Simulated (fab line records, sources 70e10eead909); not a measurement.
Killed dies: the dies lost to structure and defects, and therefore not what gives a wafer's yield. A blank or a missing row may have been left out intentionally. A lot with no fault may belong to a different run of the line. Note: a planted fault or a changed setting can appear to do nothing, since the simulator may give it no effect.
fab line records    flow nand-harc
[record] lots = 13  wafers = 39  last-day = 33
route steps=1302 shown A_M0@1168 A_M1@1184 A_BONDPAD@1229 END@1302
lots that met no fault: taken from a fault-free run of the same line
start-h: start of the lot's first displayed wafer, in hours after the record's first day    wait-h: how many hours have passed since the lot's step before this one    " identical to the entry in the row above    L1.1+2: a row that stands for several wafers    - no value, or no start given    * or withheld: withheld    < > ~ a bound
route shown NAME@n: a module of which the file shows steps, and the number in the route of the first    usual: mean/standard deviation taken from wafers without a fault    same: alike in all rows    chamber/n: place in a boat    sites: each site's reading    _std_site: the standard deviation of these    _edge_site: mean of outer sites minus mean of inner sites    radius-mm: for every site, how far away it sits from the centre of the wafer    mask NAME#n: copy n    behind: the most recent tool/chamber to have shaped the wafer    hold: why the lot was held/for how many hours/how that ended    device: which transistor (n, p or np) failed to switch    end of line: at the end of the route, the tests of the same wafers    where a step has no rows: the recipe by itself    killed: at the first sort, the dies lost to defects and structure; wafer yield is something else    map: a wafer's dies, x killed, . not, _ none there
set.NAME: the run value of the setting; set.NAME@STEP: its run value at that earlier step    model.NAME: the simulator's own value behind a step, which no gauge read
a sample of lots followed through the steps of the route, with each step as a table and each wafer as a row
services: the hour from which a tool's chamber was out of use, counted from the record's first day as start-h (under 0 if before that day), plus the number of hours and why
[[steps]]
[step NHARC_A_M0_DEP_32]
[recipe] target-thk-a = 300  temp-c = 370  target-thk-nm = 30  pressure-torr = 3  flow-sccm = 200  rf-w = 450  material = SiCN
[usual] heater-power-w = 549/93  showerhead-vpp-V = 1297/78
lot.wafer  tool      chamber  start-h  wait-h  heater-power-w  showerhead-vpp-V
L850.1     pecvd-04  1        535.35   0.1     522             1304
L850.3     "         2        "        "       543             1381
L850.5     "         2        "        "       537             1402
L852.3     pecvd-04  1        538.63   0.1     504             1297
L852.1     "         2        "        "       466             1404
L852.4     "         2        "        "       475             1420
L851.2     pecvd-02  2        540.30   0.1     642             1282
L851.3     "         1        "        "       505             1215
L851.4     "         2        "        "       625             1309
L853.1     pecvd-02  2        574.69   0.1     634             1321
L853.2     "         1        "        "       523             1212
L853.6     "         1        "        "       525             1209
L856.1     pecvd-02  1        579.00   0.1     510             1221
L856.4     "         2        "        "       714             1306
L856.5     "         0        "        "       449             1220
L854.2     pecvd-04  0        599.68   0.1     655             1304
L854.6     "         0        "        "       657             1302
L854.4     "         2        "        "       480             1388
L855.3     pecvd-04  0        602.42   0.1     669             1299
L855.6     "         2        "        "       530             1409
L855.5     "         0        "        "       670             1296
L858.1     pecvd-02  1        603.27   0.1     446             1208
L858.5     "         2        "        "       717             1318
L858.4     "         0        "        "       501             1214
L857.2     pecvd-04  0        605.16   0.1     610             1290
L857.3     "         1        "        "       469             1312
L857.6     "         0        "        "       595             1300
L866.1     pecvd-03  0        688.98   0.1     625             1143
L866.2     "         1        "        "       474             1407
L866.4     "         0        "        "       638             1180
L872.1     pecvd-04  0        748.48   0.1     664             1300
L872.4     "         1        "        "       434             1282
L872.6     "         2        "        "       542             1408
L871.1     pecvd-02  1        751.14   0.1     448             1207
L871.3     "         2        "        "       686             1315
L871.5     "         1        "        "       446             1221
L873.1     pecvd-02  2        751.74   0.1     660             1301
L873.3     "         1        "        "       477             1213
L873.4     "         0        "        "       493             1210
[step NHARC_A_M1_ETCH_15]
[recipe] target-depth-a = 1825  time-s = 91.2  c4f8-flow-sccm = withheld  ar-flow-sccm = 400  rf-w = 600  bias-w = 300  chemistry = C4F8/Ar
[usual] oes-product-au = 0.958/0.024  rf-vpp-V = 439.7/2.5
lot.wafer  tool         chamber  start-h  wait-h  oes-product-au  rf-hours-counter-h  rf-vpp-V
L850.3     rie-diel-05  2        -        -       0.970           4.7                 443.5
L850.1     "            3        "        "       0.979           5.3                 439.3
L850.5     "            0        "        "       0.972           -                   438.5
L852.1     rie-diel-05  2        -        -       0.931           4.8                 441.9
L852.4     "            0        "        "       0.926           5.6                 436.7
L852.3     "            1        "        "       0.923           5.1                 441.6
L851.2     rie-diel-01  1        -        -       0.946           5.0                 437.4
L851.4     "            2        "        "       0.982           4.9                 438.4
L851.3     "            3        "        "       0.975           5.0                 435.8
L853.1     rie-diel-01  3        -        -       0.963           0.4                 437.2
L853.2     "            0        "        "       0.967           0.3                 439.8
L853.6     "            3        "        "       0.967           -                   438.1
L856.4     rie-diel-05  2        -        -       0.940           7.0                 442.3
L856.1     "            1        "        "       0.933           7.4                 441.1
L856.5     "            3        "        "       0.919           -                   441.7
L854.2     rie-diel-05  3        -        -       0.988           0.6                 440.6
L854.4     "            1        "        "       0.934           0.9                 442.9
L854.6     "            2        "        "       1.004           -                   443.6
L855.3     rie-diel-05  2        -        -       1.005           1.0                 442.2
L855.5     "            1        "        "       0.963           -                   442.0
L855.6     "            2        "        "       1.012           -                   442.1
L858.4     rie-diel-05  2        -        -       0.998           1.1                 442.3
L858.1     "            1        "        "       0.943           1.0                 439.3
L858.5     "            2        "        "       0.995           -                   442.9
L857.2     rie-diel-03  2        -        -       0.958           8.0                 443.8
L857.3     "            3        "        "       0.983           7.6                 444.0
L857.6     "            2        "        "       0.951           -                   442.5
L866.1     rie-diel-01  3        -        -       0.944           3.6                 436.1
L866.4     "            0        "        "       0.931           3.4                 439.2
L866.2     "            1        "        "       0.947           3.6                 437.8
L872.1     rie-diel-01  3        -        -       0.970           0.5                 437.5
L872.6     "            1        "        "       0.970           -                   438.3
L872.4     "            3        "        "       0.956           -                   434.7
L871.1     rie-diel-01  3        -        -       0.985           0.6                 436.9
L871.3     "            0        "        "       0.972           0.5                 439.8
L871.5     "            2        "        "       0.963           -                   438.4
L873.4     rie-diel-01  3        -        -       0.967           0.7                 436.5
L873.3     "            0        "        "       0.963           0.6                 439.9
L873.1     "            1        "        "       0.988           0.5                 437.7
[step NHARC_A_M1_THK_MEAS_24]
[recipe] thk-meas-gauge = xrf
[usual] thk-nm = 154.3/1.8
lot.wafer  tool           chamber  start-h  wait-h  thk-nm
L850.1     film-metro-01  -        539.32   -       155.4
L850.3     "              -        "        "       155.8
L850.5     "              -        "        "       155.7
L852.1     film-metro-01  -        542.32   -       154.0
L852.3     "              -        "        "       154.2
L852.4     "              -        "        "       152.4
L851.2     film-metro-01  -        544.19   -       156.7
L851.3     "              -        "        "       156.2
L851.4     "              -        "        "       153.1
L853.1     film-metro-02  -        578.57   -       151.5
L853.2     "              -        "        "       154.5
L853.6     "              -        "        "       155.9
L856.1     film-metro-01  -        582.65   -       154.8
L856.4     "              -        "        "       153.0
L856.5     "              -        "        "       152.2
L854.2     film-metro-02  -        603.56   -       153.9
L854.4     "              -        "        "       151.0
L854.6     "              -        "        "       154.2
L855.3     film-metro-01  -        606.20   -       151.9
L855.5     "              -        "        "       152.2
L855.6     "              -        "        "       156.8
L858.1     film-metro-01  -        607.13   -       153.7
L858.4     "              -        "        "       155.0
L858.5     "              -        "        "       156.6
L857.2     film-metro-01  -        608.96   -       152.3
L857.3     "              -        "        "       156.1
L857.6     "              -        "        "       158.1
L866.1     film-metro-02  -        692.76   -       158.5
L866.2     "              -        "        "       155.1
L866.4     "              -        "        "       155.3
L872.1     film-metro-02  -        752.40   -       154.9
L872.4     "              -        "        "       153.5
L872.6     "              -        "        "       154.0
L871.1     film-metro-02  -        754.85   -       152.9
L871.3     "              -        "        "       156.4
L871.5     "              -        "        "       153.9
L873.1     film-metro-02  -        755.62   -       153.4
L873.3     "              -        "        "       155.3
L873.4     "              -        "        "       153.3
[step NHARC_A_BONDPAD_ECD_18]
[recipe] target-thk-a = 4000  bath-temp-c = 25  material = Cu
[usual] bath-heat-duty-pct = 6.3/0.76  bath-temp-c = 25.00/0.096
lot.wafer  tool       chamber  start-h  wait-h  bath-heat-duty-pct  bath-temp-c
L850.1     ecd-cu-02  1        542.91   -       6.8                 25.08
L850.3     "          0        "        "       6.0                 25.02
L850.5     "          0        "        "       5.7                 25.03
L852.1     ecd-cu-01  1        545.89   -       7.4                 24.83
L852.3     "          0        "        "       6.3                 24.94
L852.4     "          1        "        "       7.6                 24.94
L851.2     ecd-cu-02  0        547.85   -       5.4                 25.15
L851.4     "          1        "        "       6.7                 24.99
L851.3     "          0        "        "       5.6                 25.02
L853.1     ecd-cu-01  1        582.22   -       6.4                 24.97
L853.2     "          0        "        "       5.6                 24.94
L853.6     "          1        "        "       7.1                 24.95
L856.1     ecd-cu-01  1        586.16   -       6.7                 25.02
L856.4     "          1        "        "       7.2                 24.90
L856.5     "          0        "        "       5.5                 25.01
L854.2     ecd-cu-02  0        607.15   -       5.9                 25.03
L854.4     "          1        "        "       5.9                 24.97
L854.6     "          1        "        "       6.0                 24.93
L855.3     ecd-cu-01  1        609.81   -       7.7                 25.05
L855.6     "          0        "        "       5.9                 24.94
L855.5     "          1        "        "       7.0                 24.92
L858.1     ecd-cu-01  1        610.85   -       8.5                 25.06
L858.4     "          1        "        "       6.4                 25.18
L858.5     "          1        "        "       5.5                 25.04
L857.2     ecd-cu-02  1        612.71   -       5.6                 24.98
L857.3     "          0        "        "       6.1                 25.02
L857.6     "          0        "        "       4.8                 25.02
L866.2     ecd-cu-02  0        696.39   -       6.0                 24.87
L866.1     "          1        "        "       6.9                 25.00
L866.4     "          0        "        "       6.1                 24.87
L872.1     ecd-cu-01  0        755.87   -       -                   -
L872.4     "          0        "        "       -                   -
L872.6     "          1        "        "       -                   -
L871.1     ecd-cu-02  0        758.48   -       -                   -
L871.3     "          1        "        "       -                   -
L871.5     "          0        "        "       -                   -
L873.1     ecd-cu-01  0        759.15   -       6.2                 24.89
L873.3     "          1        "        "       7.5                 25.02
L873.4     "          0        "        "       6.0                 25.18
[step NHARC_A_BONDPAD_THK_MEAS_20]
[recipe] thk-meas-gauge = xrf
[usual] thk-nm = 169.3/1.6
lot.wafer  tool           chamber  start-h  wait-h  thk-nm
L850.1     film-metro-01  -        543.90   -       169.6
L850.3     "              -        "        "       171.9
L850.5     "              -        "        "       170.1
L852.1     film-metro-02  -        546.89   -       170.5
L852.3     "              -        "        "       168.4
L852.4     "              -        "        "       169.5
L851.2     film-metro-01  -        548.84   -       171.4
L851.3     "              -        "        "       170.3
L851.4     "              -        "        "       169.2
L853.1     film-metro-02  -        583.26   -       167.3
L853.2     "              -        "        "       171.6
L853.6     "              -        "        "       168.4
L856.1     film-metro-02  -        587.16   -       168.7
L856.4     "              -        "        "       170.5
L856.5     "              -        "        "       167.2
L854.2     film-metro-02  -        608.19   -       167.1
L854.4     "              -        "        "       170.3
L854.6     "              -        "        "       169.3
L855.3     film-metro-01  -        610.70   -       167.4
L855.5     "              -        "        "       168.9
L855.6     "              -        "        "       171.3
L858.1     film-metro-02  -        611.90   -       168.7
L858.4     "              -        "        "       169.1
L858.5     "              -        "        "       170.8
L857.2     film-metro-01  -        613.71   -       168.1
L857.3     "              -        "        "       169.2
L857.6     "              -        "        "       167.8
L866.1     film-metro-01  -        697.43   -       170.8
L866.2     "              -        "        "       169.4
L866.4     "              -        "        "       170.0
L872.1     film-metro-02  -        756.91   -       30.3
L872.4     "              -        "        "       30.8
L872.6     "              -        "        "       29.8
L871.1     film-metro-02  -        759.49   -       30.7
L871.3     "              -        "        "       28.7
L871.5     "              -        "        "       28.7
L873.1     film-metro-02  -        760.14   -       167.7
L873.3     "              -        "        "       166.9
L873.4     "              -        "        "       169.2
[step NHARC_END_SORT_01]
[recipe] temp-c = 25
[usual] defect-limited-yield = 89.9/2.9  killed-at-array = 64/20  killed-at-other = 0.7/1.1  killed-at-periphery = 3.6/2.7  killed-dies = 68/20  killed-open = 2.8/1.9  killed-short = 2.3/1.5
[same] gross-dies = 677
lot.wafer  tool       chamber  start-h  wait-h  defect-limited-yield[%]  killed-at-array  killed-at-other  killed-at-periphery  killed-dies  killed-open  killed-short
L872.1     prober-01  0        784.89   2.5     0                        674              1                2                    677          5            3
L872.4     prober-01  0        787.26   3.4     0                        673              1                3                    677          3            5
L872.6     prober-01  0        788.84   4.0     0                        675              0                2                    677          3            2
L871.1     prober-02  0        784.91   2.5     0                        671              0                6                    677          1            1
L871.3     prober-02  0        786.52   3.1     0                        676              0                1                    677          2            2
L871.5     prober-02  0        788.14   3.7     0                        676              0                1                    677          2            2
// killed by level:class
L872.1 A_BONDPAD:area-ecd=609 A_CHANNEL_HOLE_D2:chamber-film-flake=32 A_CHANNEL_HOLE_D1:chamber-film-flake=18 A_SLIT:chamber-film-flake=6 P_M0:geometric-particle:open=2 A_WL_FILL:geometric-particle:short=2 A_CHANNEL_FILL_D1:chamber-film-flake=2 A_ONON_D1:geometric-particle:open=1
L871.1 A_BONDPAD:area-ecd=628 A_CHANNEL_HOLE_D1:chamber-film-flake=16 A_STAIRCASE:chamber-film-flake=10 A_SLIT:chamber-film-flake=8 P_ZERO_WELL:chamber-film-flake=5 A_CONTACT:chamber-film-flake=4 A_WL_FILL:chamber-film-flake=2 P_GATE:geometric-particle:open=1
L871.3 A_BONDPAD:area-ecd=624 A_CHANNEL_HOLE_D1:chamber-film-flake=20 A_SLIT:chamber-film-flake=10 A_STAIRCASE:chamber-film-flake=8 A_CONTACT:chamber-film-flake=7 A_WL_FILL:chamber-film-flake=2 A_CHANNEL_HOLE_D1:geometric-particle:short=1 A_WL_FILL:geometric-particle:short=1
L872.4 A_BONDPAD:area-ecd=613 A_CHANNEL_HOLE_D2:chamber-film-flake=19 A_CHANNEL_HOLE_D1:chamber-film-flake=15 A_SLIT:chamber-film-flake=9 A_CHANNEL_FILL_D1:chamber-film-flake=5 A_STAIRCASE:chamber-film-flake=4 P_M2:geometric-particle:open=2 A_WL_FILL:chamber-film-flake=2
L871.5 A_BONDPAD:area-ecd=628 A_CHANNEL_HOLE_D1:chamber-film-flake=14 A_SLIT:chamber-film-flake=9 A_STAIRCASE:chamber-film-flake=8 A_CONTACT:chamber-film-flake=6 A_WL_FILL:chamber-film-flake=4 A_SGD_CUT:geometric-particle:open=1 A_WL_FILL:geometric-particle:short=1
L872.6 A_BONDPAD:area-ecd=616 A_CHANNEL_HOLE_D2:chamber-film-flake=25 A_CHANNEL_HOLE_D1:chamber-film-flake=11 A_SLIT:chamber-film-flake=10 A_CHANNEL_FILL_D1:chamber-film-flake=4 A_STAIRCASE:chamber-film-flake=2 P_CONTACT:geometric-particle:open=1 A_CHANNEL_FILL_D1:geometric-particle:short=1
[[services]]
tool         chamber  start-h  hours  kind
ecd-cu-01    -        512.74   8.0    pm
pecvd-02     0        514.61   11.8   repair
pecvd-04     -        521.73   0.7    repair
pecvd-04     0        530.07   4.7    repair
ecd-cu-01    -        541.73   1.9    repair
pecvd-04     1        543.51   4.8    repair
rie-diel-01  -        557.80   9.0    pm
rie-diel-05  1        562.57   6.9    repair
pecvd-04     2        583.16   2.0    repair
rie-diel-05  -        583.60   9.0    pm
pecvd-02     -        589.10   13.0   pm
ecd-cu-02    -        596.00   8.0    pm
pecvd-04     -        631.27   13.0   pm
ecd-cu-02    -        674.50   4.6    repair
pecvd-02     -        678.61   0.7    repair
rie-diel-01  -        681.01   3.2    repair
ecd-cu-01    -        688.74   8.0    pm
rie-diel-01  0        692.81   4.3    repair
rie-diel-01  -        703.85   2.2    repair
rie-diel-05  -        712.86   0.4    repair
rie-diel-01  -        734.80   9.0    pm
ecd-cu-01    -        737.89   1.6    repair
rie-diel-01  2        746.95   4.4    repair
ecd-cu-02    -        752.11   1.9    repair
[[key]]
[first-sign] step = NHARC_A_BONDPAD_ECD_18  reading = tool-record  direction = missing
[effect] step = NHARC_A_BONDPAD_THK_MEAS_20  reading = thk-nm  direction = down  sigmas = 88  usual = 169.3  struck = 29.8
[effect] step = NHARC_END_SORT_01  reading = defect-limited-yield  direction = down  sigmas = 31  usual = 89.9  struck = 0
[more-kills-born-at] NHARC_A_BONDPAD_ECD_18@ecd-cu-02 = 1880  NHARC_A_BONDPAD_ECD_18@ecd-cu-01 = 1838
met-at NHARC_A_BONDPAD_ECD_18
struck-lots L871,L872
later-rows-left-out L871.1,L871.3,L871.5,L872.1,L872.4,L872.6
not-acting-at NHARC_A_M0_DEP_32,NHARC_A_M1_ETCH_15,NHARC_A_M1_THK_MEAS_24
onset-between 696.39 755.87
[fault] kind = skipped-step-whole  tool = ecd-cu-01,ecd-cu-02  chamber = -  onset-h = 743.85  steps = NHARC_A_BONDPAD_ECD_18  scope = struck-lots-only
// later-rows-left-out: the simulator's readings of these wafers behind a module that went badly wrong aren't trusted and aren't shown, but for the sort
